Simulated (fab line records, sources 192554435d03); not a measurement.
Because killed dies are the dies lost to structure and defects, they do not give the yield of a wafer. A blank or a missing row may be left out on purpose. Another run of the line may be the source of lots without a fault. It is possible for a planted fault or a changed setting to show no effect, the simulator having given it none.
Matching of chambers || flow n5 finfet || cmp-02 running N5_GATE_CUT_CMP_02: 4 sister chambers
The step polishes, stops on SiO2, t overpolish 12.7 s, target thk 0 nm. 4 wafers are shown with their chamber, then 8 later ones without.

## WAFERS PAIRED WITH THEIR CHAMBERS
{"wafer": "L092.1", "chamber": 0, "motor current A (A)": 9.5}
{"wafer": "L092.4", "chamber": 2, "motor current A (A)": 9.4}
{"wafer": "L092.6", "chamber": 1, "motor current A (A)": 10.7}
{"wafer": "L094.2", "chamber": 3, "motor current A (A)": 8.8}

## WAFERS WHOSE CHAMBER IS MISSING
{"wafer": "L094.3", "motor current A (A)": 9.4}
{"wafer": "L094.4", "motor current A (A)": 9.7}
{"wafer": "L096.2", "motor current A (A)": 9.4}
{"wafer": "L096.3", "motor current A (A)": 10.6}
{"wafer": "L096.4", "motor current A (A)": 9.9}
{"wafer": "L097.1", "motor current A (A)": 9.9}
{"wafer": "L097.2", "motor current A (A)": 9.1}
{"wafer": "L097.4", "motor current A (A)": 9.6}

## CHAMBER TAKEN BY EACH
{"wafer": "L094.3", "from the rows above": "can't be placed: 2 or 0", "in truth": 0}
{"wafer": "L094.4", "from the rows above": "can't be placed: 0 or 2", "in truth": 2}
{"wafer": "L096.2", "from the rows above": "can't be placed: 2 or 0", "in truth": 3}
{"wafer": "L096.3", "from the rows above": 1, "in truth": 1}
{"wafer": "L096.4", "from the rows above": "can't be placed: 0 or 2 or 1", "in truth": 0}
{"wafer": "L097.1", "from the rows above": "can't be placed: 0 or 2 or 1", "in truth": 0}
{"wafer": "L097.2", "from the rows above": "can't be placed: 3 or 2 or 0", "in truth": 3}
{"wafer": "L097.4", "from the rows above": "can't be placed: 0 or 2", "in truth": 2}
Correct placement for 1 of the 8. From these rows, 7 cannot be placed; in 6 the true chamber is one of the candidates. 0 placed wrongly.
How it was worked out, from the rows above alone: a wafer's distance from a chamber is the root of the sum, over the readings, of the square of ((its reading less the chamber's mean) divided by the reading's scatter). If the next closest chamber is less than 2 further off than the closest, the wafer can't be placed; otherwise it belongs to the closest. A chamber's mean is the mean of its shown wafers. The scatter: with one shown wafer a chamber, the root of the mean of the squares of how far each hidden wafer lies from its nearest shown one.
